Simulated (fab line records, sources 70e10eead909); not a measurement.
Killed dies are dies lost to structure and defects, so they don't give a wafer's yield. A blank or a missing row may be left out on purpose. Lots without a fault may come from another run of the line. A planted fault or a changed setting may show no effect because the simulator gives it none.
A struck lot beside a sound one | flow nand_harc | 27 steps out of a route of 1159
Sound: wafers L810.1, L810.2, L810.3. Struck: wafers L817.2, L817.3, L817.4. The cause comes at the end.
At each step with rows: each side's tool, then ch and its chambers, then its first start. Under that, the readings that differ: sound wafers | struck wafers | difference of the means | sigmas: that difference in standard deviations of wafers without a fault.
alike: readings whose means differ by less than 2 such deviations, and words and numbers that are the same on both sides. not compared: withheld readings, readings that some wafer has no value for, bounds like >300 that may hide the same value, and numbers for which the record gives no deviation and whose values overlap.
The two part at a step that has a row with sigmas, a row that says differs or no value, or rows on one side only. Numbers that don't overlap but have no deviation are shown without sigmas and don't part them. A reading that every wafer of one side lacks parts them only if that side has two wafers or more.

NHARC_P_ZERO_WELL_INSPECT_43:
  sound on defect_inspect-01, day 4 01:57; struck on defect_inspect-02, day 5 19:19
  alike: raw_defect_count
then, 11 steps without rows for these wafers: NHARC_P_STI_ETCH_26 (etches SiO2 in dHF, target depth 11 nm); NHARC_P_STI_PRECLEAN_27 (cleans in SC1); NHARC_P_STI_SRD_28; NHARC_P_STI_OXIDE_29 (material SiO2, target thk 10 nm, ox time 1362 s); NHARC_P_STI_HM_DEP_30 (deposits Si3N4, target thk 80 nm, time 873 s); NHARC_P_STI_DEHYDRATE_01 (time 120 s); NHARC_P_STI_HMDS_02 (time 30 s); NHARC_P_STI_COAT_41 (time 65 s); NHARC_P_STI_COAT_03 (resist thk 600 nm); NHARC_P_STI_SOFTBAKE_04 (time 70 s); NHARC_P_STI_EBR_05.
NHARC_P_STI_EXPOSE_06: exposes mask P STI, target cd 200 nm.
  sound on krf_scanner-04 ch 0, day 4 18:52; struck on krf_scanner-02 ch 0, day 6 14:02
  reading              | sound             | struck            | difference | sigmas
  exposure_dose_mJ_cm2 | 37.67 37.67 37.64 | 23.93 23.90 23.90 | -13.75     | -99 or more
  alike: mask
then, 2 steps without rows for these wafers: NHARC_P_STI_PEB_07 (peb time 80 s); NHARC_P_STI_DEVELOP_08 (time 50 s).
NHARC_P_STI_CD_MEAS_09: target cd 200 nm.
  sound on cd_sem-02 ch 0, day 4 19:01; struck on cd_sem-01 ch 0, day 6 14:11
  reading    | sound             | struck           | difference | sigmas
  cd_nm (nm) | 198.5 199.2 200.4 | 101.1 101.1 99.7 | -98.7      | -55
NHARC_P_STI_OVL_MEAS_10:
  sound on overlay-02, day 4 19:06; struck on overlay-01, day 6 14:16
  reading           | sound | struck     | difference | sigmas
  overlay_x_nm (nm) | 4 4 4 | -9 -10 -10 | -14        | -2
  alike: overlay_y_nm
NHARC_P_STI_INSPECT_11:
  sound on defect_inspect-01, day 4 19:08; struck on defect_inspect-01, day 6 14:18
  alike: raw_defect_count
then, 1 step without rows for these wafers: NHARC_P_STI_HARDBAKE_13 (time 65 s).
NHARC_P_STI_DESCUM_14: chemistry O2, time 3 s.
  sound on rie_diel-02 ch 0,2,3, day 4 19:16; struck on rie_diel-02 ch 0,2,3, day 6 14:26
  reading                | sound             | struck            | difference | sigmas
  rf_hours_counter_h (h) | 4.0 3.9 4.0       | 5.4 5.5 5.5       | +1.5       |
  model.P_STI.cd_nm (nm) | 198.1 198.9 200.6 | 100.9 100.9 99.67 | -98.7      |
  alike: drypump_motor_current_A, oes_product_au, rf_vpp_V, showerhead_plenum_p_Torr, throttle_valve_pct
NHARC_P_STI_ETCH_42: etches the open film in N2/H2, target depth 80 nm, overetch 24 nm, time 61 s.
  sound on rie_diel-02 ch 0,2,3, day 4 19:22; struck on rie_diel-02 ch 0,1,2, day 6 14:31
  reading                | sound       | struck      | difference | sigmas
  rf_hours_counter_h (h) | 4.0 4.0 4.0 | 5.4 5.5 5.1 | +1.3       |
  alike: drypump_motor_current_A, oes_product_au, rf_vpp_V, showerhead_plenum_p_Torr, throttle_valve_pct
NHARC_P_STI_ETCH_31: etches the open film in CF4/CHF3, target depth 108.9 nm, time 54.5 s.
  sound on rie_diel-02 ch 0,1,2; struck on rie_diel-02 ch 1,2,3
  reading                | sound       | struck      | difference | sigmas
  rf_hours_counter_h (h) | 3.5 4.0 4.0 | 5.1 5.5 5.5 | +1.5       |
  alike: cf4_flow_sccm, drypump_motor_current_A, oes_product_au, rf_vpp_V, showerhead_plenum_p_Torr, throttle_valve_pct
NHARC_P_STI_ETCH_15: etches the open film in HBr/Cl2, target depth 300 nm, time 100.1 s.
  sound on rie_si-05 ch 0,1,3, day 4 19:34; struck on rie_si-06 ch 0,1,3, day 6 14:44
  reading                | sound           | struck            | difference | sigmas
  rf_hours_counter_h (h) | 0.1 0.1 0.0     | 1.0 1.0 1.0       | +0.9       |
  model.P_STI.cd_nm (nm) | 197.9 199 200.5 | 100.1 100.6 99.51 | -99.1      |
  alike: drypump_motor_current_A, oes_product_au, throttle_valve_pct
NHARC_P_STI_CD_MEAS_16:
  sound on cd_sem-02, day 4 19:43; struck on cd_sem-01, day 6 14:53
  reading    | sound             | struck           | difference | sigmas
  cd_nm (nm) | 198.0 199.2 200.2 | 100.3 100.8 99.7 | -98.9      | -52
NHARC_P_STI_OCD_MEAS_17:
  sound on ocd-02, day 4 19:48; struck on ocd-01, day 6 14:58
  reading                | sound             | struck         | difference | sigmas
  trench_foot_cd_nm (nm) | 156.3 156.1 158.0 | 58.4 58.7 57.7 | -98.5      | -52
then, 1 step without rows for these wafers: NHARC_P_STI_STRIP_19 (strips in SPM, time 900 s).
-- the record jumps here: 17 days lie between the struck wafers' starts before and after (it left off in module P_STI and takes up again in module END, whose first step shown is number 1159 of the route) --
NHARC_END_SORT_01:
  the record has rows for the struck wafers here (prober-02 ch 0, day 23 22:04) and none for the sound ones

WHERE THEY PART
First at NHARC_P_STI_EXPOSE_06; last, within this record, at NHARC_END_SORT_01.

WHY: what the simulator had put in
Process parameter drift: krf_scanner-02, from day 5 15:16 on, at NHARC_P_STI_EXPOSE_06. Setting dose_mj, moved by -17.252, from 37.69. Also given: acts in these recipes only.
